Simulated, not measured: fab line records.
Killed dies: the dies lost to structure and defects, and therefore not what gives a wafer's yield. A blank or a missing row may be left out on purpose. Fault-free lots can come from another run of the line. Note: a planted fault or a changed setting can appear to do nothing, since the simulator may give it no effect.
Which tool is to blame? || flow n5 finfet || 24 lots, 72 wafers sampled, at 5 steps of a route of 1938

== WHAT THE GAUGES SHOWED, per wafer ==
N5_BEOL_M13_OVL_MEAS_29. Usual: M13_OVL 1 nm, standard deviation 5.
{"lot": "L074", "measured": "day 11 03:13", "on": "overlay-01", "M13_OVL (nm)": "-5 -13 -6", "flag": ""}
{"lot": "L075", "measured": "day 11 04:14", "on": "overlay-01", "M13_OVL (nm)": "-1 1 -5", "flag": ""}
{"lot": "L077", "measured": "day 11 06:58", "on": "overlay-01", "M13_OVL (nm)": "-2 4 -1", "flag": ""}
{"lot": "L076", "measured": "day 11 10:04", "on": "overlay-02", "M13_OVL (nm)": "1 4 0", "flag": ""}
{"lot": "L078", "measured": "day 12 13:13", "on": "overlay-02", "M13_OVL (nm)": "7 13 4", "flag": ""}
{"lot": "L079", "measured": "day 12 13:54", "on": "overlay-01", "M13_OVL (nm)": "3 5 1", "flag": ""}
{"lot": "L081", "measured": "day 12 18:31", "on": "overlay-02", "M13_OVL (nm)": "4 10 7", "flag": ""}
{"lot": "L082", "measured": "day 13 03:02", "on": "overlay-02", "M13_OVL (nm)": "-5 -6 4", "flag": ""}
{"lot": "L080", "measured": "day 13 12:00", "on": "overlay-01", "M13_OVL (nm)": "5 0 2", "flag": ""}
{"lot": "L083", "measured": "day 13 14:38", "on": "overlay-01", "M13_OVL (nm)": "-4 -3 -1", "flag": ""}
{"lot": "L086", "measured": "day 13 20:16", "on": "overlay-01", "M13_OVL (nm)": "1 1 3", "flag": ""}
{"lot": "L085", "measured": "day 13 23:50", "on": "overlay-01", "M13_OVL (nm)": "1 -3 4", "flag": ""}
{"lot": "L084", "measured": "day 14 01:41", "on": "overlay-02", "M13_OVL (nm)": "8 6 9", "flag": ""}
{"lot": "L087", "measured": "day 14 06:21", "on": "overlay-01", "M13_OVL (nm)": "5 -2 6", "flag": ""}
{"lot": "L088", "measured": "day 14 08:01", "on": "overlay-02", "M13_OVL (nm)": "0 6 -1", "flag": ""}
{"lot": "L089", "measured": "day 14 20:21", "on": "overlay-01", "M13_OVL (nm)": "10 5 3", "flag": ""}
{"lot": "L090", "measured": "day 14 22:23", "on": "overlay-02", "M13_OVL (nm)": "-4 -4 -2", "flag": ""}
{"lot": "L092", "measured": "day 15 04:57", "on": "overlay-01", "M13_OVL (nm)": "-2 -9 -6", "flag": ""}
{"lot": "L091", "measured": "day 15 13:40", "on": "overlay-01", "M13_OVL (nm)": "6 6 -1", "flag": ""}
{"lot": "L093", "measured": "day 15 15:26", "on": "overlay-01", "M13_OVL (nm)": "-3 0 -6", "flag": ""}
{"lot": "L094", "measured": "day 16 01:01", "on": "overlay-02", "M13_OVL (nm)": "1 -4 -6", "flag": ""}
{"lot": "L095", "measured": "day 16 05:10", "on": "overlay-02", "M13_OVL (nm)": "3 8 6", "flag": ""}
{"lot": "L096", "measured": "day 16 18:37", "on": "overlay-01", "M13_OVL (nm)": "0 5 4", "flag": ""}
{"lot": "L097", "measured": "day 17 12:53", "on": "overlay-02", "M13_OVL (nm)": "0 4 1", "flag": ""}

N5_BEOL_M13_INSPECT_55: inspects for defects (darkfield). Usual: raw defect count reads 74 (standard deviation 23).
{"lot": "L074", "measured": "day 11 08:49", "on": "defect inspect-01", "raw defect count": "82 84 66", "flag": ""}
{"lot": "L075", "measured": "day 11 09:00", "on": "defect inspect-02", "raw defect count": "54 43 57", "flag": ""}
{"lot": "L077", "measured": "day 11 14:40", "on": "defect inspect-01", "raw defect count": "48 57 43", "flag": ""}
{"lot": "L076", "measured": "day 11 14:22", "on": "defect inspect-01", "raw defect count": "48 100 72", "flag": ""}
{"lot": "L078", "measured": "day 12 16:10", "on": "defect inspect-02", "raw defect count": "48 85 82", "flag": ""}
{"lot": "L079", "measured": "day 12 16:16", "on": "defect inspect-02", "raw defect count": "51 80 40", "flag": ""}
{"lot": "L081", "measured": "day 12 22:43", "on": "defect inspect-01", "raw defect count": "55 65 99", "flag": ""}
{"lot": "L082", "measured": "day 13 07:52", "on": "defect inspect-02", "raw defect count": "84 102 78", "flag": ""}
{"lot": "L080", "measured": "day 13 15:29", "on": "defect inspect-01", "raw defect count": "85 84 95", "flag": ""}
{"lot": "L083", "measured": "day 13 18:41", "on": "defect inspect-01", "raw defect count": "66 48 64", "flag": ""}
{"lot": "L086", "measured": "day 13 23:27", "on": "defect inspect-01", "raw defect count": "47 84 66", "flag": ""}
{"lot": "L085", "measured": "day 14 04:09", "on": "defect inspect-02", "raw defect count": "83 120 59", "flag": ""}
{"lot": "L084", "measured": "day 14 05:19", "on": "defect inspect-01", "raw defect count": "84 129 138", "flag": ""}
{"lot": "L087", "measured": "day 14 11:28", "on": "defect inspect-01", "raw defect count": "100 81 73", "flag": ""}
{"lot": "L088", "measured": "day 14 11:41", "on": "defect inspect-01", "raw defect count": "51 64 51", "flag": ""}
{"lot": "L089", "measured": "day 15 00:17", "on": "defect inspect-02", "raw defect count": "83 134 50", "flag": ""}
{"lot": "L090", "measured": "day 15 03:38", "on": "defect inspect-02", "raw defect count": "77 70 74", "flag": ""}
{"lot": "L092", "measured": "day 15 09:19", "on": "defect inspect-02", "raw defect count": "123 87 66", "flag": ""}
{"lot": "L091", "measured": "day 15 17:34", "on": "defect inspect-01", "raw defect count": "36 44 84", "flag": ""}
{"lot": "L093", "measured": "day 15 21:24", "on": "defect inspect-02", "raw defect count": "98 67 99", "flag": ""}
{"lot": "L094", "measured": "day 16 07:01", "on": "defect inspect-01", "raw defect count": "45 67 68", "flag": ""}
{"lot": "L095", "measured": "day 16 08:19", "on": "defect inspect-02", "raw defect count": "41 57 83", "flag": ""}
{"lot": "L096", "measured": "day 16 22:24", "on": "defect inspect-02", "raw defect count": "87 106 84", "flag": ""}
{"lot": "L097", "measured": "day 17 18:10", "on": "defect inspect-01", "raw defect count": "84 103 85", "flag": ""}

N5_BEOL_M14_OVL_MEAS_11. Usual: V13_OVL -2 nm, standard deviation 5.6.
{"lot": "L074", "measured": "day 11 09:22", "on": "overlay-02", "V13_OVL (nm)": "-4 -9 -6", "flag": ""}
{"lot": "L075", "measured": "day 11 09:46", "on": "overlay-02", "V13_OVL (nm)": "-4 -6 -9", "flag": ""}
{"lot": "L077", "measured": "day 11 15:21", "on": "overlay-01", "V13_OVL (nm)": "-9 -10 1", "flag": ""}
{"lot": "L076", "measured": "day 11 15:04", "on": "overlay-01", "V13_OVL (nm)": "-2 6 2", "flag": ""}
{"lot": "L078", "measured": "day 12 16:44", "on": "overlay-01", "V13_OVL (nm)": "-4 -7 -1", "flag": ""}
{"lot": "L079", "measured": "day 12 16:57", "on": "overlay-01", "V13_OVL (nm)": "6 10 -1", "flag": ""}
{"lot": "L081", "measured": "day 12 23:17", "on": "overlay-01", "V13_OVL (nm)": "-11 -3 4", "flag": ""}
{"lot": "L082", "measured": "day 13 08:26", "on": "overlay-02", "V13_OVL (nm)": "-1 -4 -2", "flag": ""}
{"lot": "L080", "measured": "day 13 16:03", "on": "overlay-01", "V13_OVL (nm)": "-12 -1 -1", "flag": ""}
{"lot": "L083", "measured": "day 13 19:15", "on": "overlay-02", "V13_OVL (nm)": "-2 -2 -7", "flag": ""}
{"lot": "L086", "measured": "day 14 00:08", "on": "overlay-02", "V13_OVL (nm)": "-8 -7 -7", "flag": ""}
{"lot": "L085", "measured": "day 14 04:43", "on": "overlay-01", "V13_OVL (nm)": "3 -6 -1", "flag": ""}
{"lot": "L084", "measured": "day 14 05:53", "on": "overlay-01", "V13_OVL (nm)": "-10 -1 -3", "flag": ""}
{"lot": "L087", "measured": "day 14 12:09", "on": "overlay-01", "V13_OVL (nm)": "10 4 0", "flag": ""}
{"lot": "L088", "measured": "day 14 12:15", "on": "overlay-02", "V13_OVL (nm)": "0 -9 1", "flag": ""}
{"lot": "L089", "measured": "day 15 00:51", "on": "overlay-01", "V13_OVL (nm)": "2 6 -8", "flag": ""}
{"lot": "L090", "measured": "day 15 04:12", "on": "overlay-02", "V13_OVL (nm)": "2 9 3", "flag": ""}
{"lot": "L092", "measured": "day 15 09:53", "on": "overlay-01", "V13_OVL (nm)": "3 -10 4", "flag": ""}
{"lot": "L091", "measured": "day 15 18:16", "on": "overlay-02", "V13_OVL (nm)": "-14 -10 -7", "flag": ""}
{"lot": "L093", "measured": "day 15 22:06", "on": "overlay-02", "V13_OVL (nm)": "3 5 -2", "flag": ""}
{"lot": "L094", "measured": "day 16 07:34", "on": "overlay-01", "V13_OVL (nm)": "-1 -4 -4", "flag": ""}
{"lot": "L095", "measured": "day 16 08:52", "on": "overlay-02", "V13_OVL (nm)": "-1 0 -5", "flag": ""}
{"lot": "L096", "measured": "day 16 23:05", "on": "overlay-01", "V13_OVL (nm)": "5 4 10", "flag": ""}
{"lot": "L097", "measured": "day 17 18:44", "on": "overlay-01", "V13_OVL (nm)": "-5 -3 2", "flag": ""}

== TOOL THAT RAN EACH LOT (tool first, then ch and the chambers of the sampled wafers, then the start) ==
{"lot": "L074", "N5_BEOL_M13_ETCH_68": "rie diel-01 ch 2,3, day 11 03:42", "N5_BEOL_M13_ANNEAL_48": "rtp anneal-01 ch 0, day 11 08:07"}
{"lot": "L075", "N5_BEOL_M13_ETCH_68": "rie diel-06 ch 0,3, day 11 04:32", "N5_BEOL_M13_ANNEAL_48": "rtp anneal-02 ch 0, day 11 08:15"}
{"lot": "L077", "N5_BEOL_M13_ETCH_68": "rie diel-05 ch 0,1,2, day 11 07:20", "N5_BEOL_M13_ANNEAL_48": "rtp anneal-01 ch 0, day 11 13:38"}
{"lot": "L076", "N5_BEOL_M13_ETCH_68": "rie diel-01 ch 0,2, day 11 10:18", "N5_BEOL_M13_ANNEAL_48": "rtp anneal-02 ch 0, day 11 13:40"}
{"lot": "L078", "N5_BEOL_M13_ETCH_68": "rie diel-01 ch 0,1, day 12 13:27", "N5_BEOL_M13_ANNEAL_48": "rtp anneal-01 ch 0, day 12 15:28"}
{"lot": "L079", "N5_BEOL_M13_ETCH_68": "rie diel-05 ch 1,2, day 12 14:08", "N5_BEOL_M13_ANNEAL_48": "rtp anneal-02 ch 0, day 12 15:34"}
{"lot": "L081", "N5_BEOL_M13_ETCH_68": "rie diel-06 ch 1,2,3, day 12 18:46", "N5_BEOL_M13_ANNEAL_48": "rtp anneal-01 ch 0, day 12 22:04"}
{"lot": "L082", "N5_BEOL_M13_ETCH_68": "rie diel-06 ch 0,1,3, day 13 03:46", "N5_BEOL_M13_ANNEAL_48": "rtp anneal-01 ch 0, day 13 06:55"}
{"lot": "L080", "N5_BEOL_M13_ETCH_68": "rie diel-01 ch 0,3, day 13 12:16", "N5_BEOL_M13_ANNEAL_48": "rtp anneal-02 ch 0, day 13 14:52"}
{"lot": "L083", "N5_BEOL_M13_ETCH_68": "rie diel-06 ch 0,1,3, day 13 14:52", "N5_BEOL_M13_ANNEAL_48": "rtp anneal-02 ch 0, day 13 17:56"}
{"lot": "L086", "N5_BEOL_M13_ETCH_68": "rie diel-01 ch 1,2,3, day 13 20:31", "N5_BEOL_M13_ANNEAL_48": "rtp anneal-02 ch 0, day 13 22:41"}
{"lot": "L085", "N5_BEOL_M13_ETCH_68": "rie diel-06 ch 0,1,3, day 14 00:04", "N5_BEOL_M13_ANNEAL_48": "rtp anneal-02 ch 0, day 14 03:27"}
{"lot": "L084", "N5_BEOL_M13_ETCH_68": "rie diel-05 ch 1,2,3, day 14 01:55", "N5_BEOL_M13_ANNEAL_48": "rtp anneal-02 ch 0, day 14 04:39"}
{"lot": "L087", "N5_BEOL_M13_ETCH_68": "rie diel-01 ch 1,2,3, day 14 06:46", "N5_BEOL_M13_ANNEAL_48": "rtp anneal-02 ch 0, day 14 10:41"}
{"lot": "L088", "N5_BEOL_M13_ETCH_68": "rie diel-05 ch 0,3, day 14 08:18", "N5_BEOL_M13_ANNEAL_48": "rtp anneal-01 ch 0, day 14 10:59"}
{"lot": "L089", "N5_BEOL_M13_ETCH_68": "rie diel-05 ch 1,2,3, day 14 20:43", "N5_BEOL_M13_ANNEAL_48": "rtp anneal-02 ch 0, day 14 23:32"}
{"lot": "L090", "N5_BEOL_M13_ETCH_68": "rie diel-01 ch 0,1,2, day 14 23:24", "N5_BEOL_M13_ANNEAL_48": "rtp anneal-01 ch 0, day 15 02:53"}
{"lot": "L092", "N5_BEOL_M13_ETCH_68": "rie diel-05 ch 2,3, day 15 06:14", "N5_BEOL_M13_ANNEAL_48": "rtp anneal-01 ch 0, day 15 08:40"}
{"lot": "L091", "N5_BEOL_M13_ETCH_68": "rie diel-06 ch 0,2,3, day 15 13:54", "N5_BEOL_M13_ANNEAL_48": "rtp anneal-01 ch 0, day 15 16:49"}
{"lot": "L093", "N5_BEOL_M13_ETCH_68": "rie diel-05 ch 2,3, day 15 16:08", "N5_BEOL_M13_ANNEAL_48": "rtp anneal-02 ch 0, day 15 20:38"}
{"lot": "L094", "N5_BEOL_M13_ETCH_68": "rie diel-05 ch 1,2, day 16 01:36", "N5_BEOL_M13_ANNEAL_48": "rtp anneal-02 ch 0, day 16 06:19"}
{"lot": "L095", "N5_BEOL_M13_ETCH_68": "rie diel-05 ch 1,2, day 16 05:29", "N5_BEOL_M13_ANNEAL_48": "rtp anneal-01 ch 0, day 16 07:35"}
{"lot": "L096", "N5_BEOL_M13_ETCH_68": "rie diel-06 ch 0,1,2, day 16 18:52", "N5_BEOL_M13_ANNEAL_48": "rtp anneal-01 ch 0, day 16 21:39"}
{"lot": "L097", "N5_BEOL_M13_ETCH_68": "rie diel-06 ch 1,3, day 17 13:07", "N5_BEOL_M13_ANNEAL_48": "rtp anneal-01 ch 0, day 17 17:23"}
- N5_BEOL_M13_ETCH_68: etches SOC in N2/H2, time 355 s.
- N5_BEOL_M13_ANNEAL_48: time 90 s.

== AS READ BY THE TOOLS THEMSELVES (means over the sampled wafers that have a number; for cases with no such wafer, the mark the record gives instead) ==
N5_BEOL_M13_ETCH_68. Usual: bias w is 350.1 W with standard deviation 1.1, drypump motor current A is 5.61 A with standard deviation 0.29, oes product au is 0.80 a.u. with standard deviation 0.089, rf vpp V is 524.3 V with standard deviation 1.7, showerhead plenum p Torr is 2.56 Torr with standard deviation 0.056, temp c is 40.01 C with standard deviation 0.11, and throttle valve pct is 17.78 % with standard deviation 0.23.
{"lot": "L074", "tool": "rie diel-01", "bias w (W)": 349.5, "drypump motor current A (A)": 5.43, "oes product au (a.u.)": 0.68, "rf vpp V (V)": 523.0, "showerhead plenum p Torr (Torr)": 2.54, "temp c (C)": 40.07, "throttle valve pct (%)": 17.74, "flag": ""}
{"lot": "L075", "tool": "rie diel-06", "bias w (W)": 351.3, "drypump motor current A (A)": 5.66, "oes product au (a.u.)": 0.75, "rf vpp V (V)": 525.2, "showerhead plenum p Torr (Torr)": 2.58, "temp c (C)": 40.04, "throttle valve pct (%)": 17.93, "flag": ""}
{"lot": "L077", "tool": "rie diel-05", "bias w (W)": 349.9, "drypump motor current A (A)": 5.62, "oes product au (a.u.)": 0.78, "rf vpp V (V)": 525.9, "showerhead plenum p Torr (Torr)": 2.60, "temp c (C)": 40.00, "throttle valve pct (%)": 17.79, "flag": ""}
{"lot": "L076", "tool": "rie diel-01", "bias w (W)": 349.1, "drypump motor current A (A)": 5.84, "oes product au (a.u.)": 0.79, "rf vpp V (V)": 523.9, "showerhead plenum p Torr (Torr)": 2.57, "temp c (C)": 40.08, "throttle valve pct (%)": 17.89, "flag": ""}
{"lot": "L078", "tool": "rie diel-01", "bias w (W)": 349.9, "drypump motor current A (A)": 6.05, "oes product au (a.u.)": 0.88, "rf vpp V (V)": 525.7, "showerhead plenum p Torr (Torr)": 2.61, "temp c (C)": 39.98, "throttle valve pct (%)": 17.95, "flag": ""}
{"lot": "L079", "tool": "rie diel-05", "bias w (W)": 349.2, "drypump motor current A (A)": 5.37, "oes product au (a.u.)": 0.78, "rf vpp V (V)": 524.4, "showerhead plenum p Torr (Torr)": 2.57, "temp c (C)": 40.23, "throttle valve pct (%)": 17.78, "flag": ""}
{"lot": "L081", "tool": "rie diel-06", "bias w (W)": 350.7, "drypump motor current A (A)": 5.37, "oes product au (a.u.)": 0.80, "rf vpp V (V)": 523.5, "showerhead plenum p Torr (Torr)": 2.53, "temp c (C)": 39.98, "throttle valve pct (%)": 17.73, "flag": ""}
{"lot": "L082", "tool": "rie diel-06", "bias w (W)": 350.2, "drypump motor current A (A)": 5.47, "oes product au (a.u.)": 0.80, "rf vpp V (V)": 524.8, "showerhead plenum p Torr (Torr)": 2.56, "temp c (C)": 40.05, "throttle valve pct (%)": 17.74, "flag": ""}
{"lot": "L080", "tool": "rie diel-01", "bias w (W)": 349.9, "drypump motor current A (A)": 5.86, "oes product au (a.u.)": 0.75, "rf vpp V (V)": 525.0, "showerhead plenum p Torr (Torr)": 2.60, "temp c (C)": 40.08, "throttle valve pct (%)": 17.73, "flag": ""}
{"lot": "L083", "tool": "rie diel-06", "bias w (W)": 350.4, "drypump motor current A (A)": 5.48, "oes product au (a.u.)": 0.80, "rf vpp V (V)": 523.5, "showerhead plenum p Torr (Torr)": 2.56, "temp c (C)": 40.03, "throttle valve pct (%)": 17.74, "flag": ""}
{"lot": "L086", "tool": "rie diel-01", "bias w (W)": 350.8, "drypump motor current A (A)": 5.66, "oes product au (a.u.)": 0.86, "rf vpp V (V)": 524.7, "showerhead plenum p Torr (Torr)": 2.57, "temp c (C)": 39.92, "throttle valve pct (%)": 17.71, "flag": ""}
{"lot": "L085", "tool": "rie diel-06", "bias w (W)": 351.2, "drypump motor current A (A)": 5.48, "oes product au (a.u.)": 0.79, "rf vpp V (V)": 524.4, "showerhead plenum p Torr (Torr)": 2.56, "temp c (C)": 40.07, "throttle valve pct (%)": 17.75, "flag": ""}
{"lot": "L084", "tool": "rie diel-05", "bias w (W)": 350.1, "drypump motor current A (A)": 5.47, "oes product au (a.u.)": 0.84, "rf vpp V (V)": 524.5, "showerhead plenum p Torr (Torr)": 2.54, "temp c (C)": 40.12, "throttle valve pct (%)": 17.72, "flag": ""}
{"lot": "L087", "tool": "rie diel-01", "bias w (W)": 349.2, "drypump motor current A (A)": 5.67, "oes product au (a.u.)": 0.85, "rf vpp V (V)": 524.1, "showerhead plenum p Torr (Torr)": 2.57, "temp c (C)": 40.06, "throttle valve pct (%)": 17.70, "flag": ""}
{"lot": "L088", "tool": "rie diel-05", "bias w (W)": 349.8, "drypump motor current A (A)": 5.87, "oes product au (a.u.)": 0.80, "rf vpp V (V)": 525.9, "showerhead plenum p Torr (Torr)": 2.58, "temp c (C)": 39.98, "throttle valve pct (%)": 17.69, "flag": ""}
{"lot": "L089", "tool": "rie diel-05", "bias w (W)": 348.8, "drypump motor current A (A)": 5.45, "oes product au (a.u.)": 0.83, "rf vpp V (V)": 523.6, "showerhead plenum p Torr (Torr)": 2.54, "temp c (C)": 39.97, "throttle valve pct (%)": 17.73, "flag": ""}
{"lot": "L090", "tool": "rie diel-01", "bias w (W)": 350.4, "drypump motor current A (A)": 5.78, "oes product au (a.u.)": 0.88, "rf vpp V (V)": 525.0, "showerhead plenum p Torr (Torr)": 2.56, "temp c (C)": 39.95, "throttle valve pct (%)": 17.82, "flag": ""}
{"lot": "L092", "tool": "rie diel-05", "bias w (W)": 350.3, "drypump motor current A (A)": 5.56, "oes product au (a.u.)": 0.89, "rf vpp V (V)": 523.0, "showerhead plenum p Torr (Torr)": 2.51, "temp c (C)": 39.97, "throttle valve pct (%)": 17.64, "flag": ""}
{"lot": "L091", "tool": "rie diel-06", "bias w (W)": 349.2, "drypump motor current A (A)": 5.58, "oes product au (a.u.)": 0.72, "rf vpp V (V)": 523.2, "showerhead plenum p Torr (Torr)": 2.53, "temp c (C)": 40.13, "throttle valve pct (%)": 17.97, "flag": ""}
{"lot": "L093", "tool": "rie diel-05", "bias w (W)": 350.9, "drypump motor current A (A)": 5.55, "oes product au (a.u.)": 0.87, "rf vpp V (V)": 522.9, "showerhead plenum p Torr (Torr)": 2.51, "temp c (C)": 40.09, "throttle valve pct (%)": 17.64, "flag": ""}
{"lot": "L094", "tool": "rie diel-05", "bias w (W)": 350.9, "drypump motor current A (A)": 5.45, "oes product au (a.u.)": 0.78, "rf vpp V (V)": 524.2, "showerhead plenum p Torr (Torr)": 2.57, "temp c (C)": 39.96, "throttle valve pct (%)": 17.92, "flag": ""}
{"lot": "L095", "tool": "rie diel-05", "bias w (W)": 349.4, "drypump motor current A (A)": 5.48, "oes product au (a.u.)": 0.77, "rf vpp V (V)": 523.9, "showerhead plenum p Torr (Torr)": 2.57, "temp c (C)": 39.82, "throttle valve pct (%)": 17.93, "flag": ""}
{"lot": "L096", "tool": "rie diel-06", "bias w (W)": 349.5, "drypump motor current A (A)": 5.57, "oes product au (a.u.)": 0.74, "rf vpp V (V)": 523.6, "showerhead plenum p Torr (Torr)": 2.57, "temp c (C)": 39.96, "throttle valve pct (%)": 17.77, "flag": ""}
{"lot": "L097", "tool": "rie diel-06", "bias w (W)": 351.1, "drypump motor current A (A)": 5.31, "oes product au (a.u.)": 0.82, "rf vpp V (V)": 523.8, "showerhead plenum p Torr (Torr)": 2.53, "temp c (C)": 39.89, "throttle valve pct (%)": 17.58, "flag": ""}

N5_BEOL_M13_ANNEAL_48. Usual: anneal temp c max 226.0, standard deviation 0.34; wafer_temp_C_max 225.77, standard deviation 0.22.
{"lot": "L074", "tool": "rtp anneal-01", "anneal temp c max": 225.9, "wafer_temp_C_max": 225.86, "flag": ""}
{"lot": "L075", "tool": "rtp anneal-02", "anneal temp c max": 226.4, "wafer_temp_C_max": 225.74, "flag": ""}
{"lot": "L077", "tool": "rtp anneal-01", "anneal temp c max": 225.5, "wafer_temp_C_max": 225.71, "flag": ""}
{"lot": "L076", "tool": "rtp anneal-02", "anneal temp c max": 226.2, "wafer_temp_C_max": 225.86, "flag": ""}
{"lot": "L078", "tool": "rtp anneal-01", "anneal temp c max": 225.6, "wafer_temp_C_max": 225.89, "flag": ""}
{"lot": "L079", "tool": "rtp anneal-02", "anneal temp c max": 226.3, "wafer_temp_C_max": 225.66, "flag": ""}
{"lot": "L081", "tool": "rtp anneal-01", "anneal temp c max": 225.8, "wafer_temp_C_max": 225.89, "flag": ""}
{"lot": "L082", "tool": "rtp anneal-01", "anneal temp c max": 225.7, "wafer_temp_C_max": 225.63, "flag": ""}
{"lot": "L080", "tool": "rtp anneal-02", "anneal temp c max": 226.0, "wafer_temp_C_max": 225.67, "flag": ""}
{"lot": "L083", "tool": "rtp anneal-02", "anneal temp c max": 226.2, "wafer_temp_C_max": 225.97, "flag": ""}
{"lot": "L086", "tool": "rtp anneal-02", "anneal temp c max": 226.3, "wafer_temp_C_max": 225.81, "flag": ""}
{"lot": "L085", "tool": "rtp anneal-02", "anneal temp c max": 226.4, "wafer_temp_C_max": 225.72, "flag": ""}
{"lot": "L084", "tool": "rtp anneal-02", "anneal temp c max": 226.4, "wafer_temp_C_max": 225.95, "flag": ""}
{"lot": "L087", "tool": "rtp anneal-02", "anneal temp c max": 226.1, "wafer_temp_C_max": 225.75, "flag": ""}
{"lot": "L088", "tool": "rtp anneal-01", "anneal temp c max": 225.7, "wafer_temp_C_max": 225.65, "flag": ""}
{"lot": "L089", "tool": "rtp anneal-02", "anneal temp c max": 226.2, "wafer_temp_C_max": 225.66, "flag": ""}
{"lot": "L090", "tool": "rtp anneal-01", "anneal temp c max": 225.7, "wafer_temp_C_max": 225.57, "flag": ""}
{"lot": "L092", "tool": "rtp anneal-01", "anneal temp c max": 225.5, "wafer_temp_C_max": 225.73, "flag": ""}
{"lot": "L091", "tool": "rtp anneal-01", "anneal temp c max": 225.8, "wafer_temp_C_max": 225.62, "flag": ""}
{"lot": "L093", "tool": "rtp anneal-02", "anneal temp c max": 226.1, "wafer_temp_C_max": 225.82, "flag": ""}
{"lot": "L094", "tool": "rtp anneal-02", "anneal temp c max": 226.8, "wafer_temp_C_max": 226.02, "flag": ""}
{"lot": "L095", "tool": "rtp anneal-01", "anneal temp c max": 225.7, "wafer_temp_C_max": 225.66, "flag": ""}
{"lot": "L096", "tool": "rtp anneal-01", "anneal temp c max": 225.9, "wafer_temp_C_max": 225.69, "flag": ""}
{"lot": "L097", "tool": "rtp anneal-01", "anneal temp c max": 225.6, "wafer_temp_C_max": 225.82, "flag": ""}

== THE ANSWER, worked out from the rows above alone ==
Rule: a lot is off if the mean of its wafers that have a number lies more than 3 standard deviations from the usual mean. Also off: a lot with no number at a reading for which 4 or more lots have one. Any other lot the step has rows for is counted as sound. After the gauges, taken in route order, come the tools' own readings; for these a lot's mean is taken, as printed above. The first step at which some lot is off is used, and at that step the reading that is off furthest; a lot without a number counts as furthest.
None of the lots is off at any reading shown; this tells nothing.

== WHAT THE SIMULATOR PUT IN ==
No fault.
